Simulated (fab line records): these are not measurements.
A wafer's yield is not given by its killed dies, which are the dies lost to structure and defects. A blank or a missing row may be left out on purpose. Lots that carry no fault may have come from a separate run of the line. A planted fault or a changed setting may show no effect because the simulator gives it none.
fab line records + flow nand_harc
record
- lots=11
- wafers=33
- last_day=33
route steps=1302 shown P_M1@317 P_M2@328 END@1302
lots untouched by any fault: they come from a run of this same line in which no faults occurred
start_h: start of the lot's first displayed wafer, in hours after the record's first day + wait_h: hours elapsed since this lot's preceding step + " identical to the entry in the row above + L1.1+2: a row that stands for several wafers + - no value present, or no start provided + * or withheld: withheld + < > ~ a bound
route shown NAME@n: NAME is a module with steps in the file, n the number in the route of the first one + usual: mean/standard deviation of fault-free wafers + same: alike in all rows + chamber/n: place in a boat + sites: the reading at each site + _std_site: how widely they spread, as a standard deviation + _edge_site: the outer-site mean with the inner-site mean subtracted + radius_mm: how far each site lies from the wafer's centre + mask NAME#n: copy n + behind: the most recent tool/chamber to have shaped the wafer + hold: why the lot was held/for how many hours/how that ended + device: the n, p or np transistor that did not switch + end of line: at the end of the route, the tests of the same wafers + a step with no rows: only its recipe + killed: count of dies lost to structure and defects at first sort (not the wafer's yield) + map: the dies of a wafer, with x for killed, . for not killed, _ for no die there
set.NAME: the run value of the setting; set.NAME@STEP: its run value at that earlier step + model.NAME: the simulator's own value behind a step, which no gauge read
a sample of lots followed through the steps of the route, with each step as a table and each wafer as a row
services: a tool's chamber out of use, with start hour (start_h, from the record's first day; less than 0 if before it), hours out, and reason
## steps
# step NHARC_P_M1_DEP_33
# recipe
- target_thk_a=300
- temp_c=370
- target_thk_nm=30
- pressure_torr=3
- flow_sccm=200
- rf_w=450
- material=SiCN
# usual
- heater_power_outer_w=348/59
- heater_power_w=615/86
| lot.wafer | tool     | chamber | start_h | wait_h | heater_power_outer_w | heater_power_w |
|-----------|----------|---------|---------|--------|----------------------|----------------|
| L922.3    | pecvd-04 | 1       | 136.78  | 0.1    | 432                  | 704            |
| L922.2    | "        | 2       | "       | "      | 352                  | 707            |
| L922.5    | "        | 1       | "       | "      | 435                  | 693            |
| L924.1    | pecvd-01 | 2       | 154.51  | 0.1    | 365                  | 643            |
| L924.3    | "        | 1       | "       | "      | 390                  | 673            |
| L924.4    | "        | 2       | "       | "      | 363                  | 651            |
| L925.1    | pecvd-01 | 0       | 172.39  | 0.1    | 318                  | 542            |
| L925.2    | "        | 1       | "       | "      | 392                  | 674            |
| L925.5    | "        | 2       | "       | "      | 380                  | 654            |
| L926.2    | pecvd-02 | 0       | 180.46  | 0.1    | 301                  | 528            |
| L926.1    | "        | 2       | "       | "      | 336                  | 536            |
| L926.5    | "        | 2       | "       | "      | 347                  | 538            |
| L929.2    | pecvd-02 | 0       | 205.81  | 0.1    | 327                  | 570            |
| L929.1    | "        | 1       | "       | "      | 228                  | 465            |
| L929.5    | "        | 1       | "       | "      | 234                  | 470            |
| L933.3    | pecvd-01 | 2       | 246.40  | 0.1    | 392                  | 675            |
| L933.6    | "        | 1       | "       | "      | 401                  | 702            |
| L933.5    | "        | 2       | "       | "      | 384                  | 671            |
| L938.2    | pecvd-01 | 0       | 306.32  | 0.1    | 343                  | 573            |
| L938.6    | "        | 0       | "       | "      | 356                  | 570            |
| L938.4    | "        | 1       | "       | "      | 375                  | 649            |
| L939.1    | pecvd-02 | 2       | 306.89  | 0.1    | 322                  | 526            |
| L939.3    | "        | 0       | "       | "      | 357                  | 596            |
| L939.6    | "        | 0       | "       | "      | 351                  | 596            |
| L941.2    | pecvd-04 | 2       | 330.44  | 0.1    | 407                  | 747            |
| L941.1    | "        | 0       | "       | "      | 264                  | 529            |
| L941.6    | "        | 2       | "       | "      | 398                  | 738            |
| L943.3    | pecvd-04 | 0       | 354.86  | 0.1    | 248                  | 489            |
| L943.4    | "        | 0       | "       | "      | 250                  | 494            |
| L943.5    | "        | 2       | "       | "      | 360                  | 698            |
| L944.3    | pecvd-04 | 0       | 361.55  | 0.1    | 297                  | 577            |
| L944.4    | "        | 2       | "       | "      | 337                  | 671            |
| L944.5    | "        | 0       | "       | "      | 309                  | 583            |
# step NHARC_P_M2_CD_MEAS_09
# recipe
- target_cd_nm=170
- landing_energy_ev=500
# usual
- cd_nm=170.1/0.6
| lot.wafer | tool      | chamber | start_h | wait_h | cd_nm |
|-----------|-----------|---------|---------|--------|-------|
| L922.2    | cd_sem-01 | 0       | 138.03  | -      | 170.6 |
| L922.3    | "         | 0       | "       | "      | 170.1 |
| L922.5    | "         | 0       | "       | "      | 170.5 |
| L924.1    | cd_sem-01 | 0       | 155.64  | -      | 169.8 |
| L924.3    | "         | 0       | "       | "      | 170.7 |
| L924.4    | "         | 0       | "       | "      | 170.8 |
| L925.1    | cd_sem-01 | 0       | 173.60  | -      | 169.9 |
| L925.2    | "         | 0       | "       | "      | 169.7 |
| L925.5    | "         | 0       | "       | "      | 170.1 |
| L926.1    | cd_sem-03 | 0       | 181.70  | -      | 170.4 |
| L926.2    | "         | 0       | "       | "      | 170.6 |
| L926.5    | "         | 0       | "       | "      | 170.0 |
| L929.1    | cd_sem-01 | 0       | 207.06  | -      | 170.4 |
| L929.2    | "         | 0       | "       | "      | 170.0 |
| L929.5    | "         | 0       | "       | "      | 169.9 |
| L933.3    | cd_sem-03 | 0       | 247.57  | -      | 170.0 |
| L933.5    | "         | 0       | "       | "      | 169.9 |
| L933.6    | "         | 0       | "       | "      | 170.3 |
| L938.2    | cd_sem-01 | 0       | 307.51  | -      | 170.2 |
| L938.4    | "         | 0       | "       | "      | 171.1 |
| L938.6    | "         | 0       | "       | "      | 170.0 |
| L939.1    | cd_sem-03 | 0       | 308.14  | -      | 169.4 |
| L939.3    | "         | 0       | "       | "      | 169.8 |
| L939.6    | "         | 0       | "       | "      | 169.3 |
| L941.1    | cd_sem-03 | 0       | 331.65  | -      | 169.7 |
| L941.2    | "         | 0       | "       | "      | 170.2 |
| L941.6    | "         | 0       | "       | "      | 170.3 |
| L943.3    | cd_sem-01 | 0       | 356.11  | -      | 170.6 |
| L943.4    | "         | 0       | "       | "      | 171.0 |
| L943.5    | "         | 0       | "       | "      | 171.0 |
| L944.3    | cd_sem-01 | 0       | 362.72  | -      | 170.6 |
| L944.4    | "         | 0       | "       | "      | 170.2 |
| L944.5    | "         | 0       | "       | "      | 170.6 |
# step NHARC_P_M2_STRIP_18
# recipe
- power_w=1000
- n2_flow_sccm=150
- h2_flow_sccm=150
- ar_flow_sccm=0
- bias_w=0
- chemistry=N2/H2
# usual
- drypump_motor_current_A=5.5/0.4
- oes_product_au=0.998/0.01
- rf_vpp_V=90.5/0.87
- showerhead_plenum_p_Torr=2.01/0.06
- throttle_valve_pct=14.172/0.01
| lot.wafer | tool        | chamber | start_h | wait_h | drypump_motor_current_A | oes_product_au | rf_hours_counter_h | rf_vpp_V | showerhead_plenum_p_Torr | throttle_valve_pct |
|-----------|-------------|---------|---------|--------|-------------------------|----------------|--------------------|----------|--------------------------|--------------------|
| L922.2    | rie_diel-02 | 1       | 138.59  | 0.1    | 5.8                     | 0.995          | 4.0                | 91.1     | 2.09                     | 14.153             |
| L922.3    | "           | 3       | "       | "      | 6.3                     | 1.001          | 4.7                | 88.1     | 1.96                     | 14.181             |
| L922.5    | "           | 1       | "       | "      | 5.8                     | 1.001          | -                  | 91.0     | 2.09                     | 14.180             |
| L924.3    | rie_diel-10 | 1       | 156.25  | 0.1    | 5.5                     | 1.018          | 4.0                | 90.9     | 2.03                     | 14.167             |
| L924.4    | "           | 2       | "       | "      | 5.4                     | 1.004          | 3.7                | 89.4     | 2.05                     | 14.163             |
| L924.1    | "           | 3       | "       | "      | 4.9                     | 1.000          | 3.8                | 90.2     | 1.91                     | 14.182             |
| L925.2    | rie_diel-10 | 0       | 174.20  | 0.1    | 5.2                     | 0.991          | 3.7                | 92.1     | 2.07                     | 14.167             |
| L925.1    | "           | 1       | "       | "      | 5.6                     | 1.013          | 4.7                | 90.8     | 2.03                     | 14.182             |
| L925.5    | "           | 0       | "       | "      | 5.2                     | 0.995          | -                  | 90.9     | 2.07                     | 14.192             |
| L926.1    | rie_diel-11 | 1       | 182.30  | 0.1    | 5.3                     | 0.979          | 5.2                | 91.1     | 2.03                     | 14.173             |
| L926.2    | "           | 2       | "       | "      | 6.1                     | 0.997          | 5.6                | 91.8     | 2.09                     | 14.166             |
| L926.5    | "           | 1       | "       | "      | 5.4                     | 0.982          | -                  | 89.6     | 2.03                     | 14.150             |
| L929.1    | rie_diel-02 | 1       | 207.62  | 0.1    | 5.8                     | 0.988          | 6.7                | 92.3     | 2.09                     | 14.155             |
| L929.2    | "           | 0       | "       | "      | 5.7                     | 1.000          | 6.8                | 91.3     | 1.92                     | 14.186             |
| L929.5    | "           | 2       | "       | "      | 4.9                     | 1.002          | -                  | 89.9     | 1.92                     | 14.181             |
| L933.3    | rie_diel-11 | 2       | 248.15  | 0.1    | 6.1                     | 0.998          | 10.1               | 91.5     | 2.09                     | 14.166             |
| L933.5    | "           | 1       | "       | "      | 5.3                     | 0.994          | -                  | 90.5     | 2.03                     | 14.173             |
| L933.6    | "           | 2       | "       | "      | 6.1                     | 0.992          | -                  | 91.7     | 2.09                     | 14.183             |
| L938.4    | rie_diel-10 | 1       | 308.12  | 0.1    | 5.5                     | 1.009          | 2.5                | 89.0     | 2.03                     | 14.175             |
| L938.2    | "           | 0       | "       | "      | 5.2                     | 0.999          | 2.2                | 88.8     | 2.07                     | 14.167             |
| L938.6    | "           | 2       | "       | "      | 5.4                     | 1.005          | -                  | 92.0     | 2.05                     | 14.186             |
| L939.3    | rie_diel-10 | 2       | 308.81  | 0.1    | 5.4                     | 1.006          | 2.6                | 90.4     | 2.05                     | 14.183             |
| L939.1    | "           | 3       | "       | "      | 4.9                     | 0.978          | 2.2                | 89.3     | 1.91                     | 14.166             |
| L939.6    | "           | 1       | "       | "      | 5.5                     | 1.007          | -                  | 90.1     | 2.03                     | 14.186             |
| L941.2    | rie_diel-11 | 1       | 332.27  | 0.1    | 5.4                     | 0.989          | 2.9                | 90.6     | 2.03                     | 14.170             |
| L941.1    | "           | 2       | "       | "      | 6.1                     | 0.995          | 4.4                | 91.0     | 2.09                     | 14.187             |
| L941.6    | "           | 0       | "       | "      | 5.8                     | 0.985          | -                  | 91.3     | 2.01                     | 14.169             |
| L943.3    | rie_diel-02 | 1       | 356.67  | 0.1    | 5.8                     | 0.998          | 7.2                | 91.3     | 2.09                     | 14.168             |
| L943.4    | "           | 1       | "       | "      | 5.8                     | 0.992          | -                  | 89.9     | 2.09                     | 14.163             |
| L943.5    | "           | 0       | "       | "      | 5.7                     | 0.991          | -                  | 89.3     | 1.92                     | 14.193             |
| L944.4    | rie_diel-10 | 0       | 363.29  | 0.1    | 5.2                     | 1.015          | 4.9                | 90.6     | 2.07                     | 14.163             |
| L944.3    | "           | 1       | "       | "      | 5.5                     | 1.016          | 5.6                | 89.5     | 2.03                     | 14.182             |
| L944.5    | "           | 0       | "       | "      | 5.2                     | 1.014          | -                  | 89.3     | 2.07                     | 14.161             |
# step NHARC_P_M2_ETCH_28
# recipe
- target_depth_a=300
- over_etch_frac=0.3
- time_s=72.99
- ion_energy_ev=150
- cf4_flow_sccm=50
- n2_flow_sccm=100
- ar_flow_sccm=150
- rf_w=300
- bias_w=100
- chemistry=CF4/N2
# usual
- drypump_motor_current_A=5.5/0.39
- oes_product_au=0.999/0.0099
- rf_vpp_V=313.6/1.5
- showerhead_plenum_p_Torr=2.59/0.071
- throttle_valve_pct=19.795/0.0099
| lot.wafer | tool        | chamber | start_h | wait_h | drypump_motor_current_A | oes_product_au | rf_hours_counter_h | rf_vpp_V | showerhead_plenum_p_Torr | throttle_valve_pct |
|-----------|-------------|---------|---------|--------|-------------------------|----------------|--------------------|----------|--------------------------|--------------------|
| L922.3    | rie_diel-02 | 1       | 138.84  | -      | 5.8                     | 1.000          | 4.0                | 315.4    | 2.69                     | 19.815             |
| L922.2    | "           | 2       | "       | "      | 4.9                     | 1.003          | 4.5                | 312.7    | 2.48                     | 19.796             |
| L922.5    | "           | 0       | "       | "      | 5.7                     | 0.993          | -                  | 312.7    | 2.49                     | 19.802             |
| L924.1    | rie_diel-10 | 1       | 156.46  | -      | 5.5                     | 1.019          | 4.0                | 314.9    | 2.62                     | 19.799             |
| L924.4    | "           | 2       | "       | "      | 5.4                     | 0.997          | 3.8                | 312.8    | 2.64                     | 19.776             |
| L924.3    | "           | 3       | "       | "      | 4.9                     | 0.996          | 3.8                | 310.5    | 2.48                     | 19.795             |
| L925.2    | rie_diel-10 | 3       | 174.41  | -      | 4.9                     | 1.002          | 4.7                | 311.6    | 2.48                     | 19.776             |
| L925.1    | "           | 2       | "       | "      | 5.4                     | 0.996          | 4.5                | 313.3    | 2.64                     | 19.788             |
| L925.5    | "           | 3       | "       | "      | 4.9                     | 1.002          | -                  | 310.7    | 2.48                     | 19.782             |
| L926.2    | rie_diel-11 | 3       | 182.51  | -      | 5.7                     | 0.990          | 5.0                | 313.8    | 2.61                     | 19.779             |
| L926.1    | "           | 0       | "       | "      | 5.7                     | 0.990          | 3.6                | 314.1    | 2.60                     | 19.798             |
| L926.5    | "           | 3       | "       | "      | 5.7                     | 0.999          | -                  | 315.6    | 2.61                     | 19.799             |
| L929.2    | rie_diel-02 | 1       | 207.87  | -      | 5.8                     | 0.980          | 6.7                | 316.1    | 2.69                     | 19.799             |
| L929.1    | "           | 3       | "       | "      | 6.3                     | 0.994          | 8.3                | 313.1    | 2.53                     | 19.797             |
| L929.5    | "           | 1       | "       | "      | 5.8                     | 0.984          | -                  | 315.6    | 2.69                     | 19.802             |
| L933.3    | rie_diel-11 | 3       | 248.37  | -      | 5.8                     | 0.998          | 10.2               | 313.7    | 2.61                     | 19.791             |
| L933.5    | "           | 3       | "       | "      | 5.8                     | 0.994          | -                  | 314.4    | 2.61                     | 19.791             |
| L933.6    | "           | 0       | "       | "      | 5.8                     | 1.003          | -                  | 312.6    | 2.59                     | 19.811             |
| L938.2    | rie_diel-10 | 1       | 308.36  | -      | 5.5                     | 0.862          | 2.6                | 313.9    | 2.62                     | 19.799             |
| L938.4    | "           | 3       | "       | "      | 5.0                     | 0.857          | 2.2                | 312.7    | 2.47                     | 19.800             |
| L938.6    | "           | 1       | "       | "      | 5.5                     | 0.863          | -                  | 313.6    | 2.62                     | 19.796             |
| L939.1    | rie_diel-10 | 2       | 309.01  | -      | 5.4                     | 0.866          | 2.6                | 313.9    | 2.64                     | 19.791             |
| L939.3    | "           | 3       | "       | "      | 5.0                     | 0.854          | 2.3                | 311.7    | 2.47                     | 19.799             |
| L939.6    | "           | 1       | "       | "      | 5.5                     | 0.866          | -                  | 313.7    | 2.62                     | 19.790             |
| L941.1    | rie_diel-11 | 0       | 332.45  | -      | 5.7                     | 0.990          | 5.1                | 314.9    | 2.59                     | 19.784             |
| L941.2    | "           | 1       | "       | "      | 5.4                     | 0.995          | 2.9                | 313.8    | 2.61                     | 19.811             |
| L941.6    | "           | 1       | "       | "      | 5.3                     | 1.007          | -                  | 314.0    | 2.61                     | 19.791             |
| L943.3    | rie_diel-02 | 0       | 356.97  | -      | 5.7                     | 1.003          | 7.8                | 311.6    | 2.49                     | 19.803             |
| L943.4    | "           | 3       | "       | "      | 6.3                     | 0.988          | -                  | 312.6    | 2.53                     | 19.790             |
| L943.5    | "           | 0       | "       | "      | 5.7                     | 1.000          | -                  | 312.8    | 2.49                     | 19.796             |
| L944.4    | rie_diel-10 | 1       | 363.53  | -      | 5.5                     | 1.003          | 5.6                | 314.8    | 2.62                     | 19.795             |
| L944.3    | "           | 3       | "       | "      | 4.9                     | 0.987          | 4.5                | 313.4    | 2.47                     | 19.799             |
| L944.5    | "           | 2       | "       | "      | 5.4                     | 0.991          | -                  | 313.4    | 2.64                     | 19.788             |
# step NHARC_END_SORT_01
# recipe
- temp_c=25
# usual
- defect_limited_yield=92.0/2.4
- killed_at_array=50/16
- killed_at_other=0.8/1
- killed_at_periphery=4/3.1
- killed_dies=54/16
- killed_open=3.2/2
- killed_short=2.5/1.6
- sort_bin_2_pct=2.8/1
- sort_bin_3_pct=0.6/0.35
- sort_bin_4_pct=4.6/1.4
- sort_n_pass=623/16
- sort_rim_yield_pct=90/4.3
- sort_yield_pct=92.0/2.4
# same
- gross_dies=677
- sort_bin_5_pct[%]=0
- sort_bin_6_pct[%]=0
- sort_bin_7_pct[%]=0
- sort_bin_8_pct[%]=0
- sort_rim_n_gross=106.00
| lot.wafer | tool      | chamber | start_h | wait_h | defect_limited_yield[%] | killed_at_array | killed_at_other | killed_at_periphery | killed_dies | killed_open | killed_short | sort_bin_2_pct[%] | sort_bin_3_pct[%] | sort_bin_4_pct[%] | sort_n_pass | sort_rim_yield_pct[%] | sort_yield_pct[%] |
|-----------|-----------|---------|---------|--------|-------------------------|-----------------|-----------------|---------------------|-------------|-------------|--------------|-------------------|-------------------|-------------------|-------------|-----------------------|-------------------|
| L929.1    | prober-01 | 0       | 625.78  | 2.5    | 87.1                    | 79              | 0               | 8                   | 87          | 8           | 5            | 4.4               | 1.3               | 7.1               | 590         | 75                    | 87.1              |
| L929.2    | prober-01 | 0       | 626.58  | 2.8    | 88.5                    | 69              | 1               | 8                   | 78          | 0           | 2            | 3.8               | 0.9               | 6.8               | 599         | 89                    | 88.5              |
| L929.5    | prober-01 | 0       | 628.95  | 3.7    | 91.0                    | 55              | 0               | 6                   | 61          | 1           | 2            | 3.1               | 1.5               | 4.4               | 616         | 85                    | 91.0              |
| L933.3    | prober-01 | 0       | 683.41  | 3.1    | 91.1                    | 57              | 1               | 2                   | 60          | 3           | 5            | 2.7               | 0.6               | 5.6               | 617         | 86                    | 91.1              |
| L933.5    | prober-01 | 0       | 684.99  | 3.7    | 88.8                    | 74              | 0               | 2                   | 76          | 3           | 2            | 3.5               | 0.6               | 7.1               | 601         | 96                    | 88.8              |
| L933.6    | prober-01 | 0       | 685.78  | 4.0    | 89.5                    | 66              | 1               | 4                   | 71          | 3           | 3            | 3.0               | 0.7               | 6.8               | 606         | 84                    | 89.5              |
| L939.1    | prober-01 | 0       | 742.07  | 2.5    | 91.9                    | 46              | 2               | 7                   | 55          | 2           | 1            | 2.1               | 0.4               | 5.6               | 622         | 94                    | 91.9              |
| L939.3    | prober-01 | 0       | 743.66  | 3.1    | 94.4                    | 32              | 3               | 3                   | 38          | 2           | 2            | 1.9               | 0.4               | 3.2               | 639         | 90                    | 94.4              |
| L939.6    | prober-01 | 0       | 746.05  | 4.0    | 92.8                    | 46              | 1               | 2                   | 49          | 1           | 1            | 2.5               | 0.3               | 4.4               | 628         | 95                    | 92.8              |
| L938.2    | prober-02 | 0       | 742.85  | 2.8    | 91.3                    | 53              | 0               | 6                   | 59          | 4           | 3            | 3.7               | 1.0               | 4.0               | 618         | 86                    | 91.3              |
| L938.4    | prober-02 | 0       | 744.45  | 3.4    | 89.1                    | 68              | 0               | 6                   | 74          | 3           | 0            | 3.4               | 0.6               | 6.9               | 603         | 79                    | 89.1              |
| L938.6    | prober-02 | 0       | 746.05  | 4.0    | 87.9                    | 76              | 0               | 6                   | 82          | 3           | 4            | 4.9               | 0.7               | 6.5               | 595         | 85                    | 87.9              |
| L941.1    | prober-02 | 0       | 765.21  | 2.5    | 95.4                    | 28              | 1               | 2                   | 31          | 5           | 3            | 1.6               | 0                 | 3.0               | 646         | 93                    | 95.4              |
| L941.2    | prober-02 | 0       | 766.00  | 2.8    | 94.7                    | 33              | 1               | 2                   | 36          | 6           | 3            | 1.3               | 0.1               | 3.8               | 641         | 92                    | 94.7              |
| L941.6    | prober-02 | 0       | 769.14  | 3.9    | 96.6                    | 22              | 1               | 0                   | 23          | 3           | 3            | 0.9               | 0.4               | 2.1               | 654         | 94                    | 96.6              |
| L943.3    | prober-02 | 0       | 791.64  | 3.1    | 87.4                    | 80              | 1               | 4                   | 85          | 2           | 4            | 4.1               | 0.9               | 7.5               | 592         | 84                    | 87.4              |
| L943.4    | prober-02 | 0       | 792.42  | 3.3    | 90.7                    | 59              | 1               | 3                   | 63          | 6           | 5            | 2.8               | 0.9               | 5.6               | 614         | 85                    | 90.7              |
| L943.5    | prober-02 | 0       | 793.20  | 3.6    | 89.8                    | 67              | 1               | 1                   | 69          | 3           | 3            | 4.3               | 1.0               | 4.9               | 608         | 87                    | 89.8              |
# killed by level:class
L929.1 A_SLIT:chamber_film_flake=27 A_CHANNEL_HOLE_D1:chamber_film_flake=16 A_CHANNEL_HOLE_D2:chamber_film_flake=6 A_M1:chamber_film_flake=5 A_WL_FILL:chamber_film_flake=4 P_M1:chamber_film_flake=3 A_DECK1_JOINT:chamber_film_flake=3 A_STAIRCASE:chamber_film_flake=3
L929.2 A_CHANNEL_HOLE_D1:chamber_film_flake=29 A_SLIT:chamber_film_flake=26 A_CHANNEL_HOLE_D2:chamber_film_flake=6 P_M1:chamber_film_flake=4 A_STAIRCASE:chamber_film_flake=3 P_CONTACT:chamber_film_flake=2 A_M1:chamber_film_flake=2 P_M1:geometric_particle:short=1
L929.5 A_SLIT:chamber_film_flake=17 A_CHANNEL_HOLE_D1:chamber_film_flake=14 A_CHANNEL_HOLE_D2:chamber_film_flake=14 P_M1:chamber_film_flake=4 A_STAIRCASE:chamber_film_flake=4 A_M1:chamber_film_flake=3 P_M1:geometric_particle:short=1 A_ONON_D2:geometric_particle:short=1
L933.3 A_CHANNEL_HOLE_D2:chamber_film_flake=19 A_CHANNEL_HOLE_D1:chamber_film_flake=16 A_CONTACT:chamber_film_flake=10 A_STAIRCASE:chamber_film_flake=3 A_DECK1_JOINT:geometric_particle:open=2 P_M0:geometric_particle:short=1 A_DECK1_JOINT:geometric_particle:short=1 A_CHANNEL_HOLE_D2:geometric_particle:short=1
L933.5 A_CHANNEL_HOLE_D1:chamber_film_flake=42 A_CHANNEL_HOLE_D2:chamber_film_flake=16 A_CONTACT:chamber_film_flake=7 A_WL_FILL:geometric_particle:short=2 A_SOURCE_PLATE:geometric_particle:open=1 A_DECK1_JOINT:geometric_particle:open=1 A_M1:geometric_particle:open=1 P_ZERO_WELL:chamber_film_flake=1
L933.6 A_CHANNEL_HOLE_D2:chamber_film_flake=27 A_CHANNEL_HOLE_D1:chamber_film_flake=13 A_CONTACT:chamber_film_flake=11 A_SLIT:chamber_film_flake=4 P_BONDPAD:chamber_film_flake=3 A_STAIRCASE:chamber_film_flake=3 A_DECK1_JOINT:chamber_film_flake=2 P_M0:geometric_particle:open=1
L939.1 A_CHANNEL_HOLE_D1:chamber_film_flake=35 A_SLIT:chamber_film_flake=3 P_GATE:chamber_film_flake=2 P_M1:chamber_film_flake=2 A_ZERO_WELL:chamber_film_flake=2 A_CHANNEL_FILL_D1:chamber_film_flake=2 A_CONTACT:chamber_film_flake=2 THIN_TSV:chamber_film_flake=2
L938.2 A_SLIT:chamber_film_flake=17 A_CHANNEL_HOLE_D2:chamber_film_flake=14 A_CHANNEL_HOLE_D1:chamber_film_flake=5 P_M1:chamber_film_flake=4 A_CONTACT:chamber_film_flake=4 A_WL_FILL:geometric_particle:open=2 A_STAIRCASE:chamber_film_flake=2 A_ZERO_WELL:chamber_film_flake=2
L939.3 A_CHANNEL_HOLE_D1:chamber_film_flake=19 A_SLIT:chamber_film_flake=4 THIN_TSV:chamber_film_flake=3 P_M1:geometric_particle:open=1 A_ONON_D1:geometric_particle:short=1 A_ONON_D1:geometric_particle:open=1 A_ONON_D2:geometric_particle:short=1 P_GATE:chamber_film_flake=1
L938.4 A_SLIT:chamber_film_flake=26 A_CHANNEL_HOLE_D2:chamber_film_flake=21 A_CHANNEL_HOLE_D1:chamber_film_flake=8 A_CONTACT:chamber_film_flake=5 A_WL_FILL:chamber_film_flake=4 P_M1:chamber_film_flake=3 A_ZERO_WELL:chamber_film_flake=2 P_CONTACT:geometric_particle:open=1
L939.6 A_CHANNEL_HOLE_D1:chamber_film_flake=36 A_SLIT:chamber_film_flake=4 A_CONTACT:chamber_film_flake=2 P_CONTACT:geometric_particle:open=1 A_ONON_D1:geometric_particle:short=1 P_GATE:chamber_film_flake=1 A_CHANNEL_FILL_D1:chamber_film_flake=1 A_DECK1_JOINT:chamber_film_flake=1
L938.6 A_CHANNEL_HOLE_D2:chamber_film_flake=28 A_SLIT:chamber_film_flake=21 A_CONTACT:chamber_film_flake=7 A_WL_FILL:chamber_film_flake=7 A_CHANNEL_HOLE_D1:chamber_film_flake=6 P_M1:chamber_film_flake=3 P_CONTACT:geometric_particle:open=1 P_CONTACT:geometric_particle:short=1
L941.1 A_CHANNEL_HOLE_D1:chamber_film_flake=12 A_SLIT:chamber_film_flake=4 A_DECK1_JOINT:geometric_particle:open=2 A_M0:geometric_particle:short=2 A_CONTACT:chamber_film_flake=2 A_ONON_D2:geometric_particle:open=1 A_ONON_D2:geometric_particle:short=1 A_SGD_CUT:geometric_particle:open=1
L941.2 A_CHANNEL_HOLE_D1:chamber_film_flake=15 A_SLIT:chamber_film_flake=5 A_CHANNEL_FILL_D1:chamber_film_flake=2 P_GATE:geometric_particle:open=1 A_ONON_D1:geometric_particle:short=1 A_CHANNEL_HOLE_D2:geometric_particle:open=1 A_CHANNEL_FILL_D2:geometric_particle:short=1 A_CHANNEL_FILL_D2:geometric_particle:open=1
L941.6 A_CHANNEL_HOLE_D1:chamber_film_flake=8 A_CHANNEL_FILL_D1:chamber_film_flake=3 A_SLIT:chamber_film_flake=3 A_WL_FILL:geometric_particle:short=2 A_BLC:geometric_particle:open=2 A_ONON_D1:geometric_particle:short=1 A_M0:geometric_particle:open=1 A_ZERO_WELL:chamber_film_flake=1
L943.3 A_CHANNEL_HOLE_D2:chamber_film_flake=23 A_CHANNEL_HOLE_D1:chamber_film_flake=17 A_SLIT:chamber_film_flake=16 A_CONTACT:chamber_film_flake=9 A_STAIRCASE:chamber_film_flake=4 A_CHANNEL_FILL_D2:chamber_film_flake=3 A_WL_FILL:chamber_film_flake=3 P_CONTACT:geometric_particle:short=2
L943.4 A_CHANNEL_HOLE_D2:chamber_film_flake=25 A_CHANNEL_HOLE_D1:chamber_film_flake=13 A_SLIT:chamber_film_flake=5 A_CONTACT:chamber_film_flake=3 P_GATE:geometric_particle:short=2 A_CHANNEL_FILL_D1:geometric_particle:open=2 A_STAIRCASE:chamber_film_flake=2 A_WL_FILL:chamber_film_flake=2
L943.5 A_CHANNEL_HOLE_D2:chamber_film_flake=27 A_CHANNEL_HOLE_D1:chamber_film_flake=15 A_SLIT:chamber_film_flake=8 A_CONTACT:chamber_film_flake=7 A_STAIRCASE:chamber_film_flake=3 A_CHANNEL_FILL_D2:chamber_film_flake=2 P_M1:geometric_particle:short=1 A_CHANNEL_FILL_D1:geometric_particle:open=1
## services
| tool        | chamber | start_h | hours | kind   |
|-------------|---------|---------|-------|--------|
| pecvd-02    | -       | 113.83  | 1.2   | repair |
| rie_diel-10 | 0       | 128.07  | 19.8  | repair |
| rie_diel-11 | 0       | 128.77  | 2.5   | repair |
| pecvd-01    | -       | 130.23  | 13.0  | pm     |
| pecvd-04    | -       | 166.00  | 0.3   | repair |
| rie_diel-10 | 3       | 168.10  | 1.6   | repair |
| rie_diel-02 | -       | 172.49  | 22.2  | repair |
| rie_diel-02 | -       | 216.70  | 9.0   | pm     |
| rie_diel-11 | -       | 216.81  | 0.2   | repair |
| pecvd-02    | -       | 227.26  | 13.0  | pm     |
| rie_diel-10 | -       | 242.50  | 9.0   | pm     |
| rie_diel-11 | -       | 255.50  | 9.0   | pm     |
| pecvd-04    | -       | 262.38  | 0.4   | repair |
| pecvd-01    | -       | 268.25  | 1.7   | repair |
| pecvd-04    | -       | 269.29  | 13.0  | pm     |
| rie_diel-10 | 1       | 293.77  | 3.7   | repair |
| rie_diel-02 | 3       | 295.07  | 3.0   | repair |
| rie_diel-11 | 2       | 302.91  | 1.4   | repair |
| rie_diel-02 | 2       | 303.98  | 4.1   | repair |
| rie_diel-11 | 1       | 307.71  | 12.6  | repair |
| pecvd-01    | -       | 311.23  | 13.0  | pm     |
| rie_diel-02 | 2       | 340.26  | 21.9  | repair |
| pecvd-04    | 0       | 340.78  | 10.6  | repair |
| pecvd-01    | 2       | 342.86  | 3.7   | repair |
## key
first_sign
- step=NHARC_P_M2_ETCH_28
- reading=oes_product_au
- direction=down
- sigmas=14
- usual=0.999
- struck=0.861
effect none on later readings
met_at NHARC_P_M2_ETCH_28
struck_lots L938,L939
not_acting_at NHARC_P_M1_DEP_33,NHARC_P_M2_CD_MEAS_09,NHARC_P_M2_STRIP_18
onset_between 174.41 308.36
fault
- kind=process_parameter_drift
- tool=rie_diel-10
- chamber=-
- onset_h=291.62
- steps=NHARC_P_M2_ETCH_28
- channel=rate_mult
- offset=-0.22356
- shape=step
- end_h=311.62
